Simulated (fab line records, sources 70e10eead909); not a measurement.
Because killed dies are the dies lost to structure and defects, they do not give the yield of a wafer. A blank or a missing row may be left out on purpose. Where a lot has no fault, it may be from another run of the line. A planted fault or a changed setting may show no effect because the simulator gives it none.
One fault seen from 2 desks	flow nand harc	each desk has only its own numbers; what lay behind them comes last

== DESK OF THE TOOL OWNER: ald hk-02 ==
The tool's own readings at NHARC_A_WL_FILL_ALD_10 (deposits SiO2, target thk 50 nm, pulse time 10 s, ald cycles 500): means of the sampled wafers that have a number, for each lot that ran on this tool. Any lot whose mean is over 4 standard deviations away from the usual mean is out of limits and marked OUT; that distance is given in the brackets.
Columns: A = heater power w at NHARC_A_WL_FILL_ALD_10, usual 463 W; B = precursor pulse height rel at NHARC_A_WL_FILL_ALD_10, usual 0.999
lot	first seen here	A	B
L421	day 21 23:01	497	0.997
L422	day 22 17:25	447	0.987
L423	day 23 17:59	457	1.017
L433	day 26 21:02	473	1.020
L432	day 27 11:03	456	1.007
L438	day 29 19:49	457	1.006
L440	day 31 05:56	455	1.017
This desk's finding: nothing out of limits on any of the 7 lots.

== METROLOGY DESK ==
Lot by lot, what the gauges showed, no matter which tool ran the lot: averages of those sampled wafers that carry a number. Any lot whose mean is over 4 standard deviations away from the usual mean is out of limits and marked OUT; that distance is given in the brackets.
Columns: A = thk nm at NHARC_A_BONDPAD_THK_MEAS_20, usual 169.5 nm
lot	first seen here	A
L418	day 23 16:49	170.8
L419	day 23 22:34	170.2
L420	day 24 12:13	171.2
L421	day 24 12:59	168.6
L422	day 25 10:25	169.7
L423	day 26 04:38	168.8
L424	day 26 06:36	168.8
L425	day 26 15:53	169.5
L433	day 29 06:45	167.8
L431	day 30 01:52	168.7
L432	day 30 05:12	170.3
L438	day 32 04:34	169.5
L439	day 33 01:07	171.1
L440	day 33 20:27	169.3
This desk's finding: nothing out of limits on any of the 14 lots.

== TAKEN TOGETHER ==
Nothing out of limits was seen by the tool owner's desk.
From the metrology desk's view, nothing was out of limits.

== WHAT HAD BEEN PUT IN BY THE SIMULATOR ==
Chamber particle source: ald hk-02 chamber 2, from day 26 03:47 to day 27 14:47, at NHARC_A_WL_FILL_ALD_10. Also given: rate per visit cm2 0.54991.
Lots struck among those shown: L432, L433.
